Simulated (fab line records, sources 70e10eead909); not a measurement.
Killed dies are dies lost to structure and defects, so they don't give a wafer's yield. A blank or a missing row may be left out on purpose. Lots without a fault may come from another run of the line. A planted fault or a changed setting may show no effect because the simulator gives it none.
Which tool did it? | flow nand_harc | 6 lots, 18 wafers sampled, at 3 steps of a route of 1159

WHAT THE GAUGES READ, wafer by wafer
NHARC_A_ZERO_WELL_CD_MEAS_10: target cd 2000 nm.
lot  | measured     | on        | cd_nm (nm)
L721 | day 7 03:58  | cd_sem-02 | 1998.6 1996.3 1998.1
L723 | day 7 07:47  | cd_sem-03 | 1999.0 1999.4 2000.4
L726 | day 8 03:11  | cd_sem-03 | 1998.7 1998.1 1999.4
L727 | day 8 19:41  | cd_sem-02 | 1999.7 2000.2 2000.1
L731 | day 9 06:31  | cd_sem-03 | 2001.8 2000.2 2000.5
L732 | day 10 02:28 | cd_sem-03 | 2000.0 2000.0 2000.2

WHICH TOOL RAN EACH LOT (tool, then ch and the chambers of the sampled wafers, then the start)
lot  | NHARC_P_BONDPAD_STRIP_15          | NHARC_P_BONDPAD_ACTIVATE_29
L721 | rie_diel-13 ch 0,2,3, day 7 00:29 | rie_diel-13 ch 0,1,3, day 7 02:43
L723 | rie_diel-13 ch 0,1,2, day 7 04:25 | rie_diel-11 ch 0,3, day 7 06:40
L726 | rie_diel-04 ch 2,3, day 7 23:44   | rie_diel-13 ch 0,3, day 8 01:56
L727 | rie_diel-11 ch 1,3, day 8 16:10   | rie_diel-13 ch 0,2,3, day 8 18:34
L731 | rie_diel-13 ch 0,2,3, day 9 03:11 | rie_diel-13 ch 0,1, day 9 05:25
L732 | rie_diel-11 ch 0,2,3, day 9 22:57 | rie_diel-13 ch 1,2, day 10 01:15
- NHARC_P_BONDPAD_STRIP_15: strips in O2.
- NHARC_P_BONDPAD_ACTIVATE_29: chemistry N2, time 60 s.

THE ANSWER, worked out from the rows above alone
Rule: what is usual is taken from the lots themselves. Put in order of their means at a reading, lots are off if they are a third of the lots or fewer, leave a main group of 4 or more, and stand apart from it by a gap of 3 or more times the standard deviation of the main group's means; of several such gaps the widest counts. A main group whose means are all the same, to the digits that the tables above print for the reading, isn't used. A lot without any number at a reading at which 4 lots or more have one is off too. The other lots that the step has rows for count as sound.
No lot is off at any reading shown: from this, nothing can be told.

WHAT THE SIMULATOR HAD PUT IN
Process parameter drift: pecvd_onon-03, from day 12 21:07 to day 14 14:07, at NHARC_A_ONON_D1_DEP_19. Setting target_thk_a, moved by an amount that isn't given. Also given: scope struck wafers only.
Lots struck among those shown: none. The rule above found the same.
